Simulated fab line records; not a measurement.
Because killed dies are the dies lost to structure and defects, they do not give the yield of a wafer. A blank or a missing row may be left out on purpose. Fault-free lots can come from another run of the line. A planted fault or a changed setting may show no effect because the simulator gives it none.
fab line records -- flow n5-finfet
[record] lots = 4, wafers = 12, last-day = 17
route steps=1938 shown SD_EPI_P@309 SD_ACTIVATION@330 ILD0@335 SDB@347 MOL_CONTACT_COAG@538 BEOL_M4@1111 PASSIVATION@1936
lots untouched by any fault: they come from a run of this same line in which no faults occurred
start-h: hours from the record's first day to the start of the lot's first wafer shown -- wait-h: time in hours since the lot's previous step -- " repeats the value in the row above -- L1.1+2: several wafers, shown together as one row -- - no value, or no start was given -- * or withheld: withheld -- < > ~ a bound
route shown NAME@n: names a module that has steps shown in the file, with the first one's number in the route -- usual: the fault-free wafers' mean and standard deviation -- same: alike in all rows -- chamber/n: place in a boat -- sites: readings site by site -- _std_site: standard deviation of those values -- _edge_site: the outer-site mean with the inner-site mean subtracted -- radius-mm: for every site, how far away it sits from the centre of the wafer -- mask NAME#n: copy n -- behind: the tool/chamber that last shaped the wafer -- hold: what put the lot on hold/how long, in hours/how the hold closed -- device: which transistor (n, p or np) failed to switch -- end of line: the same wafers' tests at the end of the route -- a step with no rows: only its recipe -- killed: count of dies lost to structure and defects at first sort (not the wafer's yield) -- map: a wafer's dies, marking killed ones x, the rest . and places with no die _
set.NAME: the setting as run; set.NAME@STEP: as run at that earlier step -- model.NAME: the simulator's own value behind a step, which no gauge read
lots at some steps of the route; a table a step, a row a wafer
services: from which hour (start-h, from the record's first day; less than 0 if before it) a tool's chamber was out of use, for how many hours, and why
[[steps]]
[step N5_SD_EPI_P_STRIP_38]
[recipe] chemistry = N2/H2, temp-c = 40, n2-flow-sccm = 200, h2-flow-sccm = 200, rf-frequency-hz = 6e+07
[step N5_SD_EPI_P_ETCHBACK_46]
[recipe] chemistry = CH3F/O2, mode = anisotropic-etchback, target = SiNx, target-depth-a = 175, stop-on = SiO2, over-etch-frac = 0.3, ion-energy-ev = 120, pressure-mtorr = 30, source-w = 395, bias-w = 73, Ar_flow_sccm = 150, CH3F_flow_sccm = 30, O2_flow_sccm = 20
[step N5_SD_EPI_P_ETCH_47]
[recipe] chemistry = CH3F/O2, target = SiOCN, target-depth-a = 250, mask-material = SOC, ion-energy-ev = 60, bias-w = 29, pressure-mtorr = 30, source-w = 410, Ar_flow_sccm = 150, CH3F_flow_sccm = 30, O2_flow_sccm = 20
[step N5_SD_EPI_P_ETCH_16]
[recipe] chemistry = CHF3/O2, target = SiO2, target-depth-a = 50, mask-material = SOC, pressure-mtorr = 30, source-w = 650, bias-w = 170, Ar_flow_sccm = 200, CHF3_flow_sccm = 50, O2_flow_sccm = 5, ion-energy-ev = 200
[step N5_SD_EPI_P_STRIP_50]
[recipe] chemistry = CHF3/O2, resist = SiARC, rf-frequency-hz = 6e+07
[step N5_SD_EPI_P_SD_RECESS_17]
[recipe] chemistry = HBr/Cl2/O2, target-depth-a = 391, bt-time-s = 3, pressure-mtorr = 10, icp-w = 800, bias-w = 112, HBr_flow_sccm = 150, Cl2_flow_sccm = 80, O2_flow_sccm = 12
[step N5_SD_EPI_P_WET_ETCH_45]
[recipe] chemistry = dHF, dilution = withheld, time-s = 10.7, target = SiO2, target-depth-a = 20, temp-c = 25, dry = ipa-marangoni, rinse-time-s = 30, rinse-temp-c = 23
[step N5_SD_EPI_P_STRIP_40]
[recipe] chemistry = N2/H2, power-w = 1000, temp-c = 250, h2-frac = 0.65, overash-fraction = 0.3, pressure-mtorr = withheld, n2-flow-sccm = 1750, h2-flow-sccm = 3250
[step N5_SD_EPI_P_PRECLEAN_52]
[recipe] chemistry = O3/DIW, time-s = 60, temp-c = 22, o3-ppm = 10
[step N5_SD_EPI_P_SRD_20]
[recipe] dry = ipa-marangoni, do-ppb = 5, time-s = 30, temp-c = 23, rinse-liquid = diw
[step N5_SD_EPI_P_PRECLEAN_51]
[recipe] chemistry = NF3:NH3, afs-cycles = 1, temp-c = 30, time-s = 20, sublimation-temp-c = 180, sublimation-time-s = 60, pressure-torr = 3, rf-power-w = 30
[step N5_SD_EPI_P_VAPOR_ETCH_44]
[recipe] chemistry = NF3/Ar, target = SiGe30, temp-c = 25, time-s = 3.3, mode = isotropic
[step N5_SD_EPI_P_EPI_21]
[recipe] material = SiGe:B, dopant = B, temp-c = 550, pressure-torr = 20, ambient = H2, time-s = 355
[usual] chamber-pressure-Torr = 20.00/0.044
lot.wafer,tool,chamber,start-h,wait-h,chamber-pressure-Torr,model.SiGe-B_of_SD_EPI_P_EPI_21.thk-nm
L605.3,epi-rpcvd-04,0,85.86,0.8,20.01,61.4
L605.4,epi-rpcvd-04,0,85.86,0.8,20.05,60.8
L605.5,epi-rpcvd-04,0,85.86,0.8,19.93,60.4
L611.3,epi-rpcvd-04,0,121.39,0.8,20.01,60.2
L611.4,epi-rpcvd-04,0,121.39,0.8,19.95,59.4
L611.5,epi-rpcvd-04,0,121.39,0.8,20.02,64.8
L612.1,epi-rpcvd-04,0,128.53,0.1,19.99,65.8
L612.2,epi-rpcvd-04,0,128.53,0.1,19.98,64.6
L612.6,epi-rpcvd-04,0,130.33,1.8,19.98,62
L617.1,epi-rpcvd-02,0,155.63,0.1,20.04,62
L617.2,epi-rpcvd-02,0,155.63,0.1,19.97,62
L617.4,epi-rpcvd-02,0,155.63,0.1,20.02,62.2
[step N5_SD_EPI_P_EPI_MEAS_23]
[recipe] mode = xrd
[usual] thk-nm = 60.9/1.2
lot.wafer,tool,chamber,start-h,wait-h,thk-nm
L605.3,film-metro-01,-,87.36,1.1,61.9
L605.4,film-metro-01,-,87.36,1.1,61.2
L605.5,film-metro-01,-,87.36,1.1,61.5
L611.3,film-metro-01,-,122.87,1.1,59.4
L611.4,film-metro-01,-,122.87,1.1,58.2
L611.5,film-metro-01,-,122.87,1.1,65.0
L612.1,film-metro-02,-,130.73,1.8,64.9
L612.2,film-metro-02,-,130.73,1.8,66.1
L612.6,film-metro-02,-,130.73,1.8,60.2
L617.1,film-metro-01,-,157.82,1.8,62.3
L617.2,film-metro-01,-,157.82,1.8,61.0
L617.4,film-metro-01,-,157.82,1.8,59.4
[step N5_SD_EPI_P_HM_STRIP_48]
[recipe] chemistry = H3PO4, temp-c = 160, material = SiNx, target = SiNx, target-depth-a = 30, overetch-fraction = 0.3
[step N5_SD_EPI_P_SRD_49]
[recipe] dry = ipa-marangoni, time-s = 30, temp-c = 23, rinse-liquid = diw
[step N5_SD_EPI_P_PRECLEAN_24]
[recipe] chemistry = O3/DIW, time-s = 45, temp-c = 22, o3-ppm = 10
[step N5_SD_EPI_P_PRECLEAN_32]
[recipe] chemistry = dHF, time-s = 10, dilution = 500:1, temp-c = 25
[step N5_SD_EPI_P_PRECLEAN_33]
[recipe] chemistry = SC2, time-s = 45, temp-c = 35, mix = 1:1:50
[step N5_SD_EPI_P_SRD_25]
[recipe] time-s = 30, temp-c = 23, rinse-liquid = diw, dry = ipa-marangoni
[step N5_SD_ACTIVATION_RTA_00]
[recipe] temp-c = 975, time-s = 0, ambient = N2, idle-temp-c = 600, ramp-up-c-per-s = 150, ramp-down-c-per-s = 60, cool-to-c = 600
[step N5_SD_ACTIVATION_LSA_01]
[recipe] temp-c = 1080, time-s = 0.0008, ambient = N2
[step N5_SD_ACTIVATION_RS_MEAS_03]
[recipe] thk-meas-gauge = four-point-probe
[usual] RS_SD_N = 21.9/0.31, RS_SD_P = 56.1/0.95
lot.wafer,tool,chamber,start-h,wait-h,RS_SD_N[ohm/sq],RS_SD_P[ohm/sq]
L605.3,film-metro-01,-,88.25,0.2,22.0,55.3
L605.4,film-metro-01,-,88.25,0.2,21.8,55.9
L605.5,film-metro-01,-,88.25,0.2,21.8,56.3
L611.3,film-metro-01,-,123.67,0.2,21.6,57.4
L611.4,film-metro-01,-,123.67,0.2,21.8,58.1
L611.5,film-metro-01,-,123.67,0.2,22.0,52.9
L612.1,film-metro-02,-,131.34,0.2,21.7,52.3
L612.2,film-metro-02,-,131.34,0.2,21.7,52.6
L612.6,film-metro-02,-,131.34,0.2,22.0,54.9
L617.1,film-metro-02,-,158.43,0.2,21.9,55.2
L617.2,film-metro-02,-,158.43,0.2,22.0,55.5
L617.4,film-metro-02,-,158.43,0.2,21.8,54.4
[step N5_ILD0_LINER_00]
[recipe] material = SiNx, target-thk-a = 40, temp-c = 400, ald-precursor-family = SiH2I2, ald-co-reactant = N2/H2-plasma, pulse-time-s = 1, purge-time-s = 2, co-reactant-purge-time-s = 2, ald-cycles = 80, pressure-torr = 2
[step N5_ILD0_FCVD_FILL_01]
[recipe] material = SiO2_flowable, target-thk-a = 2000, temp-c = 100, pressure-torr = 0.8, rf-w = 2000, time-s = 328.3
[step N5_ILD0_CURE_02]
[recipe] temp-c = 450, time-s = 1800, ambient = steam, idle-temp-c = 400, ramp-up-c-per-min = 5, ramp-down-c-per-min = 3, densification-p-h2o-torr = 640
[step N5_ILD0_CMP_03]
[recipe] stop-on = SiNx, t-overpolish-s = 1.9, post-cmp-clean = alkaline-brush, down-force-psi = 4.1491, platen-rpm = 51.796, pad-velocity-m-s = 1.0306, target-thk-nm = 197.38
[step N5_ILD0_CMP_07]
[recipe] stop-on = poly-Si, material = SiO2_flowable, t-overpolish-s = 1.18, post-cmp-clean = alkaline-brush, down-force-psi = 4.1491, platen-rpm = 51.796, pad-velocity-m-s = 1.0306, target-thk-nm = 138.88
[step N5_ILD0_PRECLEAN_10]
[recipe] chemistry = NF3:NH3, afs-cycles = 5, time-s = 20, temp-c = 30, sublimation-temp-c = 180, sublimation-time-s = 60, pressure-torr = 3, rf-power-w = 30
[step N5_ILD0_ALD_15]
[recipe] material = SiNx, target-thk-a = 240, temp-c = 400, ald-precursor-family = SiH2I2, ald-co-reactant = N2/H2-plasma, pulse-time-s = 1, ald-cycles = 480, purge-time-s = 2, co-reactant-purge-time-s = 2, pressure-torr = 2
[step N5_ILD0_CMP_12]
[recipe] stop-on = poly-Si, material = SiNx, t-overpolish-s = 6, post-cmp-clean = alkaline-brush, down-force-psi = 2.5, platen-rpm = 51.8, pad-velocity-m-s = 1.0307, target-thk-nm = 17.67
[step N5_SDB_HM_DEP_00]
[recipe] material = SiNx, target-thk-a = 400, temp-c = 400, precursor = SiH4/NH3/N2, pressure-torr = 1.5, rf-w = 300, time-s = 35.3
[step N5_SDB_COAT_03]
[recipe] resist = SOC, temp-c = 250, time-s = 60, spin-rpm = 1500, resist-thk-nm = 100
[step N5_SDB_COAT_04]
[recipe] resist = SiARC, temp-c = 220, time-s = 60, spin-rpm = 1500, resist-thk-nm = 18
[step N5_SDB_COAT_05]
[recipe] resist = CAR-ArF, spin-rpm = 1500, resist-thk-nm = 90
[step N5_MOL_CONTACT_COAG_ETCH_110]
[recipe] chemistry = CF4/O2, target = Si, target-depth-a = 25, time-s = 8, pressure-mtorr = 100, source-w = 200, bias-w = 12, ion-energy-ev = 60, Ar_flow_sccm = 100, cf4-flow-sccm = 100, O2_flow_sccm = 10
[usual] O2_flow_sccm = 9.999/0.029, bias-w = 12.00/0.037, drypump-motor-current-A = 5.7/0.35, oes_o_777_au = 0.78/0.074, oes-product-au = 0.78/0.079, rf-vpp-V = 126.5/2.5, showerhead-plenum-p-Torr = 2.23/0.073, throttle-valve-pct = 10.72/0.23
lot.wafer,tool,chamber,start-h,wait-h,O2_flow_sccm,bias-w,drypump-motor-current-A,oes_o_777_au,oes-product-au,rf-hours-counter-h,rf-vpp-V,showerhead-plenum-p-Torr,throttle-valve-pct,model.SiGe-B_of_SD_EPI_P_EPI_21.thk-nm
L605.3,rie-diel-04,2,118.63,0.0,10.002,11.96,5.8,0.89,0.87,40,124.6,2.19,10.47,58.6
L605.4,rie-diel-04,2,118.63,0.0,10.000,11.98,5.8,0.88,0.88,-,126.2,2.19,10.48,58
L605.5,rie-diel-04,1,118.63,0.0,9.988,11.99,6.4,0.72,0.71,-,122.7,2.28,11.01,57.6
L611.3,rie-diel-02,2,153.49,0.0,10.011,11.98,5.9,0.71,0.70,214,121.5,2.11,11.13,57.4
L611.4,rie-diel-02,0,153.49,0.0,10.000,12.01,5.3,0.75,0.74,177,124.8,2.23,10.75,56.6
L611.5,rie-diel-02,1,153.49,0.0,10.008,12.00,5.7,0.79,0.79,-,127.3,2.15,10.63,61.6
L612.1,rie-diel-02,2,161.13,0.0,10.017,12.07,5.9,0.70,0.69,217,123.2,2.11,11.13,62.6
L612.2,rie-diel-02,1,161.13,0.0,9.979,12.05,5.7,0.79,0.79,127,128.5,2.15,10.64,61.6
L612.6,rie-diel-02,3,161.13,0.0,9.995,12.02,5.7,0.71,0.70,-,127.1,2.30,10.84,59
L617.1,rie-diel-04,0,187.91,0.0,9.997,11.92,5.7,0.92,0.95,20,129.8,2.35,10.36,59
L617.2,rie-diel-04,2,187.91,0.0,9.987,11.97,5.7,0.84,0.84,67,125.2,2.18,10.58,59
L617.4,rie-diel-04,3,187.91,0.0,9.983,12.00,5.8,0.74,0.76,-,126.5,2.23,10.74,59.2
[step N5_BEOL_M4_RC_MEAS_101]
[usual] DIBL_N = 36.7/1.8, DIBL_P = 37.0/2.4, IOFF_N = 0.17/0.036, IOFF_P = 0.22/0.042, ION_N = 673/12, ION_P = 462/8.5, RS_SD_P = 65.8/1, SS_N = 71.7/0.62, SS_P = 73.4/0.65, VT_N = 250/3.7, VT_P = -250/3.7
lot.wafer,tool,chamber,start-h,wait-h,DIBL_N[mV/V],DIBL_P[mV/V],IOFF_N[nA/um],IOFF_P[nA/um],ION_N[uA/um],ION_P[uA/um],RS_SD_P[ohm/sq],SS_N[mV/dec],SS_P[mV/dec],VT_N[mV],VT_P[mV]
L605.3,prober-01,0,204.87,0.3,35.7,35.7,0.14,0.19,654,454,65.4,71.3,73.6,253,-254
L605.4,prober-01,0,204.87,0.3,37.8,38.5,0.18,0.23,671,456,66.1,71.4,74.5,249,-249
L605.5,prober-01,0,204.87,0.3,35.2,35.1,0.13,0.17,659,448,66.3,70.6,72.5,255,-255
L611.3,prober-02,0,237.34,0.3,38.8,38.6,0.19,0.24,697,470,66.8,71.6,74.8,248,-252
L611.4,prober-02,0,237.34,0.3,35.0,35.0,0.14,0.19,672,459,68.0,71.7,72.9,251,-254
L611.5,prober-02,0,237.34,0.3,37.7,38.3,0.19,0.26,701,483,62.1,72.2,74.6,247,-246
L612.1,prober-01,0,262.40,0.0,38.3,39.4,0.21,0.28,671,466,60.6,72.5,73.8,245,-246
L612.2,prober-01,0,262.40,0.0,37.7,39.4,0.19,0.27,681,471,61.4,71.6,73.9,248,-246
L612.6,prober-01,0,262.40,0.0,36.8,39.1,0.18,0.26,682,473,64.5,71.7,73.3,245,-247
L617.1,prober-02,0,282.67,0.0,41.1,42.3,0.28,0.34,690,472,64.9,72.6,74.6,242,-242
L617.2,prober-02,0,282.67,0.0,37.4,39.0,0.19,0.27,685,476,63.9,71.9,73.4,242,-244
L617.4,prober-02,0,282.67,0.0,40.6,43.1,0.30,0.37,707,482,64.9,72.6,74.9,239,-240
[step N5_PASSIVATION_PROBE_49]
[usual] defect-limited-yield = 91.1/1.4, killed_at_M0_to_M3 = 32/9.3, killed_at_M4_up = 13/5.8, killed-at-contacts = 12/6.3, killed-at-front-end = 44/12, killed-at-other = 3.6/2.7, killed-dies = 104/17, killed-open = 69/13, killed-short = 34/6.9, sort_bin_4_leakage = 0.00/0.031, sort_bin_5_function = 5.2/0.98, sort_bin_6_memory = 3.3/0.59, sort-n-pass = 1075/17, sort-yield-pct = 91.1/1.4
[same] gross-dies = 1180, killed-at-back-side = 0, sort_bin_8_speed[%] = 0
lot.wafer,tool,chamber,start-h,wait-h,defect-limited-yield[%],killed_at_M0_to_M3,killed_at_M4_up,killed-at-contacts,killed-at-front-end,killed-at-other,killed-dies,killed-open,killed-short,sort_bin_4_leakage[%],sort_bin_5_function[%],sort_bin_6_memory[%],sort-n-pass,sort-yield-pct[%]
L612.6,prober-02,-,361.05,0.3,92.8,40,8,7,28,2,85,52,32,0,4.0,3.0,1095,92.8
// killed by level:class
L612.6 BEOL_M2:geometric-particle:open=12 BEOL_M0_SAQP:geometric-particle:open=9 BEOL_M0_SAQP:geometric-particle:short=8 FIN_SAQP:geometric-particle:open=6 FIN_SAQP:geometric-particle:short=5 MOL_CONTACT_COAG:geometric-particle:open=5 BEOL_M4:geometric-particle:open=5 STARTING-WAFER:geometric-particle:open=4
[[services]]
tool,chamber,start-h,hours,kind
rie-diel-04,1,107.92,4.6,repair
rie-diel-04,0,112.71,-,clean
rie-diel-04,0,112.71,-,consumable-replace:focus-ring
rie-diel-04,0,112.71,-,consumable-replace:showerhead
rie-diel-04,0,112.71,17.8,scheduled-down
rie-diel-04,0,112.71,17.8,vent-cycle
epi-rpcvd-04,-,147.42,0.7,repair
rie-diel-04,2,158.20,4.0,repair
rie-diel-04,1,175.91,66.9,repair
epi-rpcvd-04,-,187.36,0.7,repair
[[key]]
[first-sign] step = N5_SD_EPI_P_EPI_MEAS_23, reading = thk-nm, direction = up, sigmas = 3.7, usual = *, struck = *
[effect] step = N5_SD_ACTIVATION_RS_MEAS_03, reading = RS_SD_P, direction = down, sigmas = 3.7, usual = 56.1, struck = 52.6
[effect] step = N5_BEOL_M4_RC_MEAS_101, reading = RS_SD_P, direction = down, sigmas = 4.3, usual = 65.8, struck = 61.4
[model-effect] step = N5_SD_EPI_P_EPI_21, value = SiGe-B_of_SD_EPI_P_EPI_21.thk-nm, without = 60.93, struck = 65.07
[model-effect] step = N5_MOL_CONTACT_COAG_ETCH_110, value = SiGe-B_of_SD_EPI_P_EPI_21.thk-nm, without = 58.07, struck = 61.93
met-at N5_SD_EPI_P_EPI_21
struck-wafers L611.5,L612.1,L612.2
onset-between 85.86 121.39
[fault] kind = process-parameter-drift, tool = epi-rpcvd-04, chamber = -, onset-h = 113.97, steps = N5_SD_EPI_P_EPI_21, channel = time-s, offset = *, shape = step, end-h = 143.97, scope = struck-wafers-only, acts-in = *, stated = *
